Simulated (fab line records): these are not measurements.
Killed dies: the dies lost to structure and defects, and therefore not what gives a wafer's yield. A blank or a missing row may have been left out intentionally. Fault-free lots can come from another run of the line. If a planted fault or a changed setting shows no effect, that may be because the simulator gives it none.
A lot that was struck, set against a sound lot ; flow nand-harc ; 15 steps out of a route of 1302
Sound: these wafers, L654.1, L654.2, L654.3. Struck: wafers L645.2, L645.3, L645.6. The cause is named last.
Per side, at each step with rows, come the tool, then ch with its chambers, and then its first start. Under that, the readings that differ: sound wafers ; struck wafers ; difference of the means ; sigmas: that difference in standard deviations of wafers without a fault.
alike: readings with means less than 2 such deviations apart, plus words and numbers identical on both sides. not compared: withheld readings, readings lacking a value on some wafer, bounds such as >300 that could conceal the same value, and numbers that have no deviation in the record and whose values overlap.
The two part at a step that has a row with sigmas, a row that says differs or no value, or rows on one side only. When numbers do not overlap yet have no deviation, they are printed without sigmas and do not part them. Lack of a reading on every wafer of one side parts them only where that side has two or more wafers.

NHARC_A_ZERO_WELL_DESCUM_12: chemistry O2, time 3 s.
  sound on rie-diel-08 ch 0,2,3, day 11 03:56; struck on rie-diel-10 ch 1,2, day 7 10:13
reading;sound;struck;difference;sigmas
throttle-valve-pct (%);11.326 11.324 11.315;11.304 11.297 11.310;-0.018;-2
  alike: drypump-motor-current-A, oes-product-au, rf-vpp-V, showerhead-plenum-p-Torr
  not compared: rf-hours-counter-h
NHARC_A_ZERO_WELL_ETCH_19: etches the open film in N2/H2, target depth 80 nm, overetch 24 nm, time 87.88 s.
  sound on rie-diel-08 ch 0,2,3, day 11 04:03; struck on rie-diel-10 ch 0,1, day 7 10:19
  alike: drypump-motor-current-A, oes-product-au, rf-vpp-V, showerhead-plenum-p-Torr, throttle-valve-pct
  not compared: rf-hours-counter-h
NHARC_A_ZERO_WELL_ETCH_13: etches the open film in HBr/Cl2, target depth 120 nm, time 40.1 s.
  sound on rie-si-03 ch 0,1,3, day 11 04:11; struck on rie-si-03 ch 0,1,2, day 7 10:28
  alike: drypump-motor-current-A, he-backside-leak-sccm, oes-product-au, throttle-valve-pct
  not compared: rf-hours-counter-h
then, 4 steps without rows for these wafers: NHARC_A_ZERO_WELL_STRIP_14 (strips in SPM, time 900 s); NHARC_A_ZERO_WELL_IMPLANT_15; NHARC_A_ZERO_WELL_PRECLEAN_22 (cleans in SC1, time 60 s); NHARC_A_ZERO_WELL_SRD_23.
NHARC_A_ZERO_WELL_RTA_16: time 10 s.
  sound on rtp-anneal-01 ch 0, day 11 05:05; struck on rtp-anneal-02 ch 0, day 7 11:41
reading;sound;struck;difference;sigmas
lamp-power-pct (%);31.9 32.0 31.9;33.5 33.5 33.5;+1.6;+2
lamp_zone_7_pct (%);32.5 32.5 32.5;34.1 34.1 34.1;+1.6;+2
  alike: wafer_temp_C_max
NHARC_A_ZERO_WELL_INSPECT_17:
  sound on defect-inspect-01 at day 11 05:17; struck on defect-inspect-02 at day 7 11:52
  alike: raw-defect-count
then, 2 steps without rows for these wafers: NHARC_A_SOURCE_PLATE_PRECLEAN_00 (cleans in HF-LAST, time 60 s); NHARC_A_SOURCE_PLATE_SRD_01.
NHARC_A_SOURCE_PLATE_OXIDE_02: material SiO2, target thk 10 nm, ox time 1362 s.
  sound on furnace-03 ch 0, day 11 08:31; struck on furnace-07 ch 0, day 7 18:58
reading;sound;struck;difference;sigmas
ox-temp-c (C);899.9 899.5 899.3;900.8 901.1 900.2;+1.1;+3
  alike: ox-time-s, zone-power-bottom-pct
NHARC_A_SOURCE_PLATE_THK_MEAS_09: measures by ellipsometry.
  sound on film-metro-02 at day 11 12:35; struck on film-metro-02 at day 7 23:22
reading;sound;struck;difference;sigmas
thk-nm (nm);10.2 8.9 11.6;15.7 16.2 16.2;+5.8;+6
then, 1 step without rows for these wafers: NHARC_A_SOURCE_PLATE_PVD_04 (deposits WSi2, target thk 50 nm).
-- jump in the record: it breaks off in module A_SOURCE_PLATE and resumes in module END (first step shown: number 1302 of the route), and 17 days separate the struck wafers' starts before and after --
NHARC_END_SORT_01:
  only the struck wafers appear in the record here, on prober-01 ch 0 at day 24 20:58; the sound ones have no rows

## WHERE THEY PART
Earliest at NHARC_A_ZERO_WELL_DESCUM_12; latest, in this record, at NHARC_END_SORT_01.

WHY: what had been put in by the simulator
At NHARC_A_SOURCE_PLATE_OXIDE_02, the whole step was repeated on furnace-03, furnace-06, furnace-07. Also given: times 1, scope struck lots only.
